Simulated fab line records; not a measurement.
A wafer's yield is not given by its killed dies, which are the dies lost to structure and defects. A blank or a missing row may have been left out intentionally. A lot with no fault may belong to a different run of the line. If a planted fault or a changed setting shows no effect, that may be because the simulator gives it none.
Which tool was responsible?	flow n5Finfet	Sampling: 24 lots, 72 wafers, 6 of 1938 route steps

== WHAT THE GAUGES SHOWED, per wafer ==
N5_BEOL_M9_INSPECT_58: inspects for defects (darkfield). Usual: rawDefectCount 67, standard deviation 18.
lot	measured	on	rawDefectCount	flag
L074	day 9 17:28	defectInspect-02	52 53 42	
L075	day 10 02:12	defectInspect-01	48 76 40	
L076	day 10 06:46	defectInspect-01	48 54 39	
L078	day 10 17:42	defectInspect-02	67 59 61	
L077	day 10 18:19	defectInspect-02	75 43 71	
L080	day 11 07:59	defectInspect-02	78 62 60	
L079	day 11 13:43	defectInspect-01	93 77 58	
L081	day 11 18:34	defectInspect-02	77 54 105	
L082	day 12 06:53	defectInspect-02	57 59 55	
L083	day 12 07:04	defectInspect-02	54 73 38	
L086	day 12 22:44	defectInspect-02	48 48 31	
L084	day 12 23:29	defectInspect-02	77 80 67	
L087	day 13 03:18	defectInspect-02	82 61 75	
L085	day 13 05:29	defectInspect-02	79 78 72	
L088	day 13 07:59	defectInspect-02	73 57 61	
L089	day 14 03:41	defectInspect-01	66 40 61	
L090	day 14 03:56	defectInspect-02	63 69 58	
L091	day 14 04:55	defectInspect-02	74 34 72	
L092	day 14 18:52	defectInspect-02	61 55 56	
L095	day 15 01:49	defectInspect-01	85 81 40	
L093	day 15 06:09	defectInspect-02	88 77 131	
L094	day 15 10:05	defectInspect-01	88 92 78	
L097	day 15 12:52	defectInspect-01	55 71 67	
L096	day 15 21:10	defectInspect-01	104 93 110	

N5_BEOL_M10_OCD_MEAS_38. Usual: trenchDepthNm 148.8 nm, standard deviation 2.5.
lot	measured	on	trenchDepthNm (nm)	flag
L074	day 9 23:20	ocd-02	150.4 151.3 150.3	
L075	day 10 05:53	ocd-02	151.0 148.3 148.4	
L076	day 10 11:46	ocd-01	151.5 148.4 151.5	
L078	day 10 22:06	ocd-02	147.2 146.7 147.3	
L077	day 10 22:23	ocd-01	147.1 146.6 146.8	
L080	day 11 16:47	ocd-02	152.2 150.0 151.8	
L079	day 11 18:25	ocd-02	147.1 151.8 146.0	
L081	day 11 23:40	ocd-02	145.9 149.2 144.0	
L082	day 12 11:41	ocd-02	152.7 151.0 148.2	
L083	day 12 11:55	ocd-02	147.3 148.0 149.8	
L086	day 13 03:32	ocd-01	152.2 146.2 146.7	
L084	day 13 03:05	ocd-01	151.9 146.7 152.5	
L087	day 13 07:29	ocd-02	145.7 151.6 148.9	
L085	day 13 12:02	ocd-01	149.7 150.9 148.0	
L088	day 13 12:04	ocd-02	146.4 147.3 146.5	
L089	day 14 09:46	ocd-01	143.6 151.5 144.5	
L090	day 14 10:17	ocd-02	149.6 148.8 151.2	
L091	day 14 11:47	ocd-01	151.6 150.0 149.9	
L092	day 14 23:25	ocd-01	148.7 148.9 148.4	
L095	day 15 08:20	ocd-01	152.1 145.6 149.8	
L093	day 15 11:35	ocd-01	148.0 152.7 150.4	
L094	day 15 14:53	ocd-01	151.9 147.8 148.9	
L097	day 15 18:40	ocd-01	148.2 147.1 146.8	
L096	day 16 04:14	ocd-01	148.5 145.8 148.0	

N5_BEOL_M10_RS_MEAS_57: measures by four-point-probe. Usual: M10_RS typically reads 0.151 ohm/sq, with standard deviation 0.0032.
lot	measured	on	M10_RS (ohm/sq)	flag
L074	day 10 01:52	filmMetro-02	0.150 0.149 0.150	
L075	day 10 09:05	filmMetro-02	0.147 0.151 0.151	
L076	day 10 15:25	filmMetro-02	0.148 0.152 0.148	
L078	day 11 00:37	filmMetro-02	0.152 0.154 0.154	
L077	day 11 01:19	filmMetro-01	0.154 0.152 0.153	
L080	day 11 20:13	filmMetro-02	0.148 0.151 0.148	
L079	day 11 21:31	filmMetro-01	0.153 0.147 0.154	
L081	day 12 02:25	filmMetro-02	0.155 0.150 0.158	
L082	day 12 14:44	filmMetro-01	0.147 0.149 0.150	
L083	day 12 15:10	filmMetro-01	0.153 0.154 0.150	
L086	day 13 07:09	filmMetro-02	0.148 0.154 0.154	
L084	day 13 06:06	filmMetro-01	0.146 0.152 0.145	
L087	day 13 10:41	filmMetro-01	0.153 0.148 0.151	
L085	day 13 15:20	filmMetro-02	0.152 0.151 0.154	
L088	day 13 15:26	filmMetro-01	0.152 0.152 0.154	
L089	day 14 12:54	filmMetro-01	0.157 0.148 0.156	
L090	day 14 13:01	filmMetro-02	0.149 0.151 0.149	
L091	day 14 14:36	filmMetro-01	0.148 0.152 0.149	
L092	day 15 02:41	filmMetro-01	0.151 0.150 0.151	
L095	day 15 12:35	filmMetro-01	0.145 0.154 0.149	
L093	day 15 15:23	filmMetro-01	0.152 0.146 0.148	
L094	day 15 19:40	filmMetro-02	0.145 0.153 0.150	
L097	day 15 21:35	filmMetro-02	0.154 0.154 0.157	
L096	day 16 09:08	filmMetro-01	0.150 0.155 0.150	

N5_BEOL_M10_INSPECT_58: inspects for defects (darkfield). Usual: rawDefectCount 74, standard deviation 29.
lot	measured	on	rawDefectCount	flag
L074	day 10 01:53	defectInspect-01	61 101 67	
L075	day 10 09:07	defectInspect-02	49 58 39	
L076	day 10 15:26	defectInspect-01	57 95 60	
L078	day 11 00:38	defectInspect-01	41 62 74	
L077	day 11 01:20	defectInspect-01	52 54 58	
L080	day 11 20:15	defectInspect-02	51 58 38	
L079	day 11 21:32	defectInspect-02	118 61 72	
L081	day 12 02:26	defectInspect-02	64 77 79	
L082	day 12 14:45	defectInspect-02	82 55 58	
L083	day 12 15:11	defectInspect-01	74 67 52	
L086	day 13 07:11	defectInspect-01	66 86 76	
L084	day 13 06:08	defectInspect-02	63 65 69	
L087	day 13 10:42	defectInspect-02	115 138 68	
L085	day 13 15:21	defectInspect-02	42 64 56	
L088	day 13 15:28	defectInspect-02	159 120 85	
L089	day 14 12:55	defectInspect-01	28 85 50	
L090	day 14 13:02	defectInspect-01	101 100 99	
L091	day 14 14:38	defectInspect-02	87 67 103	
L092	day 15 02:43	defectInspect-02	133 87 91	
L095	day 15 12:37	defectInspect-02	51 43 39	
L093	day 15 15:25	defectInspect-02	73 65 78	
L094	day 15 19:42	defectInspect-02	104 97 78	
L097	day 15 21:37	defectInspect-02	96 163 99	
L096	day 16 09:10	defectInspect-01	77 94 82	

== WHAT TOOL EACH LOT RAN ON (gives the tool, then ch and the chambers of the sampled wafers, and finally the start) ==
lot	N5_BEOL_M10_PECVD_70	N5_BEOL_M10_SURFACE_TREAT_76
L074	pecvd-01 ch 0,1, day 9 18:07	pvdSputter-02, day 10 00:22
L075	pecvd-02 ch 0,1,2, day 10 03:10	pvdSputter-01, day 10 07:50
L076	pecvd-02 ch 0,1,2, day 10 07:26	pvdSputter-01, day 10 13:19
L078	pecvd-04 ch 0,1, day 10 18:22	pvdSputter-03, day 10 23:18
L077	pecvd-01 ch 0,1,2, day 10 18:59	pvdSputter-03, day 10 23:54
L080	pecvd-04 ch 0,1,2, day 11 08:39	pvdSputter-02, day 11 18:08
L079	pecvd-02 ch 0,1, day 11 14:23	pvdSputter-01, day 11 20:20
L081	pecvd-02 ch 0,1,2, day 11 19:15	pvdSputter-02, day 12 00:38
L082	pecvd-04 ch 1,2, day 12 07:34	pvdSputter-02, day 12 13:34
L083	pecvd-01 ch 0,2, day 12 07:44	pvdSputter-02, day 12 14:01
L086	pecvd-04 ch 0,1,2, day 12 23:25	pvdSputter-02, day 13 05:23
L084	pecvd-02 ch 0,1,2, day 13 00:08	pvdSputter-03, day 13 04:50
L087	pecvd-01 ch 0,1,2, day 13 03:58	pvdSputter-01, day 13 09:26
L085	pecvd-01 ch 0,2, day 13 06:37	pvdSputter-01, day 13 13:20
L088	pecvd-04 ch 1,2, day 13 08:39	pvdSputter-02, day 13 14:13
L089	pecvd-04 ch 1,2, day 14 04:21	pvdSputter-03, day 14 10:58
L090	pecvd-04 ch 0,1,2, day 14 04:41	pvdSputter-01, day 14 11:41
L091	pecvd-04 ch 0,2, day 14 05:35	pvdSputter-01, day 14 13:25
L092	pecvd-02 ch 1,2, day 14 19:31	pvdSputter-02, day 15 00:40
L095	pecvd-04 ch 0,1, day 15 02:28	pvdSputter-03, day 15 09:26
L093	pecvd-02 ch 0,1, day 15 06:49	pvdSputter-02, day 15 12:31
L094	pecvd-04 ch 1,2, day 15 10:46	pvdSputter-03, day 15 17:02
L097	pecvd-01 ch 0,2, day 15 13:32	pvdSputter-01, day 15 20:13
L096	pecvd-02 ch 0,2, day 15 21:50	pvdSputter-03, day 16 05:46
- N5_BEOL_M10_PECVD_70: deposits SiO2 from TEOS/O2, target thk 20 nm, time 22.7 s.
- N5_BEOL_M10_SURFACE_TREAT_76

== AS READ BY THE TOOLS THEMSELVES (means over the sampled wafers that have a number; for cases with no such wafer, the mark the record gives instead) ==
N5_BEOL_M10_PECVD_70. Usual: heaterPowerW 699 W, standard deviation 96; showerheadPlenumPTorr 8.74 Torr, standard deviation 0.058; throttleValvePct 22.4 %, standard deviation 1.3.
lot	tool	heaterPowerW (W)	showerheadPlenumPTorr (Torr)	throttleValvePct (%)	flag
L074	pecvd-01	616	8.76	23.4	
L075	pecvd-02	714	8.72	22.8	
L076	pecvd-02	744	8.72	22.6	
L078	pecvd-04	641	8.77	22.4	
L077	pecvd-01	607	8.74	23.1	
L080	pecvd-04	774	8.77	21.5	
L079	pecvd-02	757	8.76	22.6	
L081	pecvd-02	741	8.71	22.7	
L082	pecvd-04	776	8.79	21.5	
L083	pecvd-01	655	8.74	23.1	
L086	pecvd-04	706	8.76	21.8	
L084	pecvd-02	709	8.71	22.7	
L087	pecvd-01	607	8.76	22.9	
L085	pecvd-01	601	8.75	23.7	
L088	pecvd-04	800	8.78	21.0	
L089	pecvd-04	707	8.78	21.0	
L090	pecvd-04	771	8.75	21.9	
L091	pecvd-04	697	8.72	21.9	
L092	pecvd-02	798	8.66	23.7	
L095	pecvd-04	738	8.79	22.5	
L093	pecvd-02	724	8.69	23.5	
L094	pecvd-04	762	8.78	20.9	
L097	pecvd-01	594	8.75	23.8	
L096	pecvd-02	678	8.76	21.8	

== THE ANSWER, worked out from the rows above alone ==
Rule: a lot counts as off when the mean over its wafers that have a number is more than 3 standard deviations away from the usual mean. Also off: a lot with no number at a reading for which 4 or more lots have one. The other lots that the step has rows for count as sound. First the gauges in route order, then the tools' own readings, where a lot's mean is used as printed above. The first step at which some lot is off is used, and at that step the reading that is off furthest; a lot without a number counts as furthest.
None of the lots is off at any reading shown; this tells nothing.

== WHAT THE SIMULATOR HAD INSERTED ==
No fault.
